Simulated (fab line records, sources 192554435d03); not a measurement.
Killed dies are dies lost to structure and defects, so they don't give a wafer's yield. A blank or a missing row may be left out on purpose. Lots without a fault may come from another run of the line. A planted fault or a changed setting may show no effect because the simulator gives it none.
A struck lot beside a sound one | flow n5_finfet | 15 steps out of a route of 1938
Sound: wafers L338.1, L338.2, L338.3. Struck: wafer L347.3. (L347.1 of the same lot was not struck and is left out.) The cause comes at the end.
At each step with rows: each side's tool, then ch and its chambers, then its first start. Under that, the readings that differ: sound wafers | struck wafers | difference of the means | sigmas: that difference in standard deviations of wafers without a fault.
alike: readings whose means differ by less than 2 such deviations, and words and numbers that are the same on both sides. not compared: withheld readings, readings that some wafer has no value for, bounds like >300 that may hide the same value, and numbers for which the record gives no deviation and whose values overlap.
The two part at a step that has a row with sigmas, a row that says differs or no value, or rows on one side only. Numbers that don't overlap but have no deviation are shown without sigmas and don't part them. A reading that every wafer of one side lacks parts them only if that side has two wafers or more.

first, 8 steps without rows for these wafers: N5_MIM_TOP_LITHO_HMDS_01 (time 60 s); N5_MIM_TOP_LITHO_COAT_02; N5_MIM_TOP_LITHO_EBR_04; N5_MIM_TOP_LITHO_SOFTBAKE_03 (time 90 s); N5_MIM_TOP_LITHO_EXPOSE_05 (exposes mask MIM TOP, target cd 2000 nm); N5_MIM_TOP_LITHO_PEB_06; N5_MIM_TOP_LITHO_DEVELOP_07 (develop time 60 s); N5_MIM_TOP_LITHO_HARDBAKE_09 (time 120 s).
N5_MIM_TOP_LITHO_CD_MEAS_08: target cd 2000 nm.
  sound on cd_sem-02 ch 0, day 13 03:31; struck on cd_sem-03 ch 0, day 15 05:09
  reading    | sound                | struck | difference | sigmas
  cd_nm (nm) | 1995.7 1996.1 1998.5 | 2000.9 | +4.1       | +2
N5_MIM_TOP_LITHO_OVL_MEAS_11:
  sound on overlay-01 ch 0, day 13 03:32; struck on overlay-01 ch 0, day 15 05:11
  alike: MIM_TOP_OVL
N5_MIM_TOP_LITHO_INSPECT_12: inspects for defects (macro).
  sound on defect_inspect-02, day 13 03:34; struck on defect_inspect-02, day 15 05:13
  alike: raw_defect_count
N5_MIM_TOP_LITHO_DESCUM_10: chemistry O2, time 7.9 s.
  sound on rie_diel-04 ch 0,1,2, day 13 03:35; struck on rie_diel-02 ch 1, day 15 05:14
  reading                | sound          | struck | difference | sigmas
  oes_product_au (a.u.)  | 0.74 0.69 0.84 | 0.96   | +0.20      | +2
  rf_hours_counter_h (h) | 147 224 98     | 6      | -150       |
  alike: drypump_motor_current_A, rf_vpp_V, showerhead_plenum_p_Torr, throttle_valve_pct
N5_MIM_TOP_ETCH_ETCH_00: etches TiN in Cl2/BCl3, target depth 38.5 nm.
  sound on rie_metal-03 ch 0,1, day 13 03:41; struck on rie_metal-01 ch 0, day 15 05:20
  reading                                  | sound             | struck | difference | sigmas
  model.etch.depth_nm (nm)                 | 38.48 38.96 38.56 | 49.82  | +11.15     |
  model.MIM_TOP_ETCH.feature_depth_nm (nm) | 38.4 39 38.6      | 49.8   | +11.1      |
  model.MIM_TOP_ETCH.cd_offset_nm (nm)     | 0 0.2 0           | -0.6   | -0.7       |
  alike: bcl3_flow_sccm, drypump_motor_current_A, he_backside_leak_sccm, oes_ar_750_au, oes_product_au, throttle_valve_pct
  not compared: rf_hours_counter_h
N5_MIM_TOP_ETCH_STRIP_01: strips in O2.
  sound on rie_diel-05 ch 0,1,2, day 13 03:50; struck on rie_diel-05 ch 3, day 15 05:28
  reading                | sound      | struck | difference | sigmas
  rf_hours_counter_h (h) | 153 92 136 | 4      | -123       |
  alike: drypump_motor_current_A, oes_product_au, rf_vpp_V, showerhead_plenum_p_Torr, throttle_valve_pct
N5_PASSIVATION_PROBE_49:
  the record has rows for the sound wafers here (prober-02, day 13 12:41) and none for the struck ones

WHERE THEY PART
First at N5_MIM_TOP_LITHO_CD_MEAS_08; last, within this record, at N5_PASSIVATION_PROBE_49.

WHY: what the simulator had put in
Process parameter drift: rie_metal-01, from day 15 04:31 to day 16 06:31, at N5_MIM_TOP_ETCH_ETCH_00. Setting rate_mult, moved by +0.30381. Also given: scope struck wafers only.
